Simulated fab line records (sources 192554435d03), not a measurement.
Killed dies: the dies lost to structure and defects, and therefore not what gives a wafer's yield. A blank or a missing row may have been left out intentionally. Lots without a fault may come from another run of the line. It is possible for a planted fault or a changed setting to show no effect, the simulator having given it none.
Which tool did it? | flow n5_finfet | Sampling: 10 lots, 29 wafers, 4 of 1938 route steps

== WHAT THE GAUGES SHOWED, per wafer ==
N5_BEOL_M4_RC_MEAS_101. Usual: DIBL_N 36.0 mV/V, standard deviation 2.5; DIBL_P 36.2 mV/V, standard deviation 3; IOFF_N 0.16 nA/um, standard deviation 0.044; IOFF_P 0.21 nA/um, standard deviation 0.049; ION_N 671 uA/um, standard deviation 15; ION_P 461 uA/um, standard deviation 8.7; SS_N 71.5 mV/dec, standard deviation 0.72; SS_P 73.4 mV/dec, standard deviation 0.9; VT_N 251 mV, standard deviation 4.4; VT_P -250 mV, standard deviation 4.
lot  | measured     | on        | DIBL_N (mV/V)  | DIBL_P (mV/V)  | IOFF_N (nA/um) | IOFF_P (nA/um) | ION_N (uA/um) | ION_P (uA/um) | SS_N (mV/dec)  | SS_P (mV/dec)  | VT_N (mV)   | VT_P (mV)      | flag
L190 | day 10 06:41 | prober-01 | 34.1 36.0 37.1 | 32.0 35.3 37.1 | 0.11 0.13 0.15 | 0.14 0.16 0.20 | 661 658 654   | 453 450 455   | 70.8 71.4 72.1 | 72.9 73.9 74.2 | 259 255 251 | -259 -258 -254 |
L189 | day 10 07:52 | prober-02 | 37.0 36.0 39.7 | 36.6 35.6 40.1 | 0.16 0.14 0.21 | 0.20 0.19 0.26 | 669 663 700   | 457 460 473   | 72.0 71.0 72.0 | 73.2 72.6 74.0 | 254 255 246 | -252 -251 -249 |
L192 | day 11 04:19 | prober-02 | 35.8 38.2 35.3 | 35.0 37.5 33.7 | 0.13 0.17 0.13 | 0.19 0.22 0.18 | 662 672 662   | 459 463 464   | 71.5 72.1 71.2 | 73.2 73.5 72.7 | 253 249 252 | -253 -247 -252 |
L193 | day 11 11:53 | prober-02 | 36.6 38.0 30.6 | 36.2 37.7 28.6 | 0.16 0.18 0.08 | 0.21 0.22 0.11 | 666 680 656   | 452 460 446   | 71.6 71.9 70.4 | 73.5 74.1 71.3 | 252 249 259 | -250 -253 -260 |
L195 | day 11 18:24 | prober-01 | 36.0 36.6 35.9 | 36.7 38.2 35.8 | 0.15 0.17 0.15 | 0.22 0.24 0.19 | 671 686 658   | 461 471 450   | 71.7 71.6 72.3 | 73.2 74.0 73.3 | 252 250 254 | -247 -244 -253 |
L194 | day 11 20:52 | prober-02 | 40.2 38.9 38.6 | 39.5 37.9 36.6 | 0.21 0.18 0.17 | 0.29 0.24 0.22 | 695 676 668   | 476 471 456   | 72.0 72.1 71.9 | 74.3 73.6 73.7 | 243 247 250 | -245 -248 -250 |
L198 | day 12 07:01 | prober-02 | 37.8 34.2 38.7 | 37.9 32.6 38.6 | 0.20 0.12 0.23 | 0.22 0.15 0.25 | 691 660 700   | 461 448 463   | 71.4 71.2 72.4 | 74.0 72.5 74.3 | 245 254 243 | -252 -254 -251 |
L197 | day 12 11:42 | prober-02 | 34.1 37.7 34.2 | 35.5 38.3 35.0 | 0.13 0.21 0.14 | 0.21 0.25 0.20 | 669 676 667   | 466 466 466   | 71.0 72.5 71.3 | 73.4 74.1 73.2 | 251 247 249 | -248 -247 -252 |
L196 | day 12 12:41 | prober-01 | 34.6 38.4 39.2 | 35.0 39.2 41.3 | 0.12 0.19 0.21 | 0.17 0.25 0.28 | 659 686 685   | 452 464 466   | 70.8 71.7 72.1 | 72.6 74.5 73.9 | 257 248 247 | -250 -249 -249 |
L205 | day 14 06:51 | prober-02 | 37.1 34.0      | 38.2 34.5      | 0.17 0.12      | 0.21 0.16      | 685 675       | 470 460       | 71.1 70.8      | 74.5 73.5      | 253 252     | -253 -258      |

N5_PASSIVATION_CD_MEAS_44: the cd target is 40000 nm. Usual: cd_nm 40000 nm, standard deviation 4.9.
lot  | measured     | on        | cd_nm (nm)        | flag
L190 | day 14 22:11 | cd_sem-02 | 39994 40005 40002 |
L189 | day 14 22:38 | cd_sem-02 | 39990 39998 39992 |
L192 | day 15 04:16 | cd_sem-01 | 40006 40001 40007 |
L193 | day 15 08:44 | cd_sem-03 | 40003 40008 40008 |
L195 | day 15 12:38 | cd_sem-02 | 40001 39996 39989 |
L194 | day 15 23:05 | cd_sem-02 | 40000 40003 39996 |
L198 | day 16 14:02 | cd_sem-02 | 39993 39996 39990 |
L197 | day 16 12:07 | cd_sem-03 | 39995 40001 40001 |
L196 | day 16 14:11 | cd_sem-01 | 39993 39988 39995 |
L205 | day 18 11:22 | cd_sem-03 | 40000 40005       |

N5_PASSIVATION_INSPECT_67: inspects for defects (macro). Usual: raw_defect_count 2.2, standard deviation 1.5.
lot  | measured     | on                | raw_defect_count | flag
L190 | day 14 22:14 | defect_inspect-02 | 2 1 3            |
L189 | day 14 22:41 | defect_inspect-02 | 2 2 2            |
L192 | day 15 04:19 | defect_inspect-01 | 1 5 2            |
L193 | day 15 08:48 | defect_inspect-02 | 2 3 6            |
L195 | day 15 12:42 | defect_inspect-02 | 1 1 3            |
L194 | day 15 23:08 | defect_inspect-01 | 4 2 1            |
L198 | day 16 14:05 | defect_inspect-02 | 1 6 2            |
L197 | day 16 12:11 | defect_inspect-01 | 0 3 1            |
L196 | day 16 14:15 | defect_inspect-01 | 1 0 2            |
L205 | day 18 11:25 | defect_inspect-01 | 4 4              |

== WHICH TOOL RAN EACH LOT (tool, then ch and the chambers of the sampled wafers, then the start) ==
lot  | N5_PASSIVATION_AL_DEP_21
L190 | pvd_sputter-03, day 14 19:34
L189 | pvd_sputter-02, day 14 20:17
L192 | pvd_sputter-02, day 15 01:46
L193 | pvd_sputter-03, day 15 06:27
L195 | pvd_sputter-03, day 15 10:26
L194 | pvd_sputter-03, day 15 20:44
L198 | pvd_sputter-03, day 16 11:26
L197 | pvd_sputter-03, day 16 09:46
L196 | pvd_sputter-01, day 16 11:32
L205 | pvd_sputter-01, day 18 09:02
- N5_PASSIVATION_AL_DEP_21: deposits Al, target thk 2800 nm, time 170 s.

== WHAT THE TOOLS THEMSELVES READ (means of the sampled wafers that have a number; where no wafer has one, the mark that the record gives instead) ==
N5_PASSIVATION_AL_DEP_21. Usual: throttle_valve_pct 29.8 %, standard deviation 0.84.
lot  | tool           | throttle_valve_pct (%) | flag
L190 | pvd_sputter-03 | 29.3                   |
L189 | pvd_sputter-02 | 30.1                   |
L192 | pvd_sputter-02 | 30.3                   |
L193 | pvd_sputter-03 | 30.1                   |
L195 | pvd_sputter-03 | 29.9                   |
L194 | pvd_sputter-03 | 30.2                   |
L198 | pvd_sputter-03 | 29.6                   |
L197 | pvd_sputter-03 | 29.4                   |
L196 | pvd_sputter-01 | 29.0                   |
L205 | pvd_sputter-01 | 29.3                   |

== THE ANSWER, worked out from the rows above alone ==
Rule: a lot is off if the mean of its wafers that have a number lies more than 3 standard deviations from the usual mean. A lot without any number at a reading at which 4 lots or more have one is off too. Where the step has rows for the other lots, those lots are counted as sound. After the gauges, taken in route order, come the tools' own readings; for these a lot's mean is taken, as printed above. At the first step where some lot is off, the reading lying furthest off is the one used; lots without a number count as furthest.
None of the lots is off at any reading shown; this tells nothing.

== WHAT THE SIMULATOR HAD INSERTED ==
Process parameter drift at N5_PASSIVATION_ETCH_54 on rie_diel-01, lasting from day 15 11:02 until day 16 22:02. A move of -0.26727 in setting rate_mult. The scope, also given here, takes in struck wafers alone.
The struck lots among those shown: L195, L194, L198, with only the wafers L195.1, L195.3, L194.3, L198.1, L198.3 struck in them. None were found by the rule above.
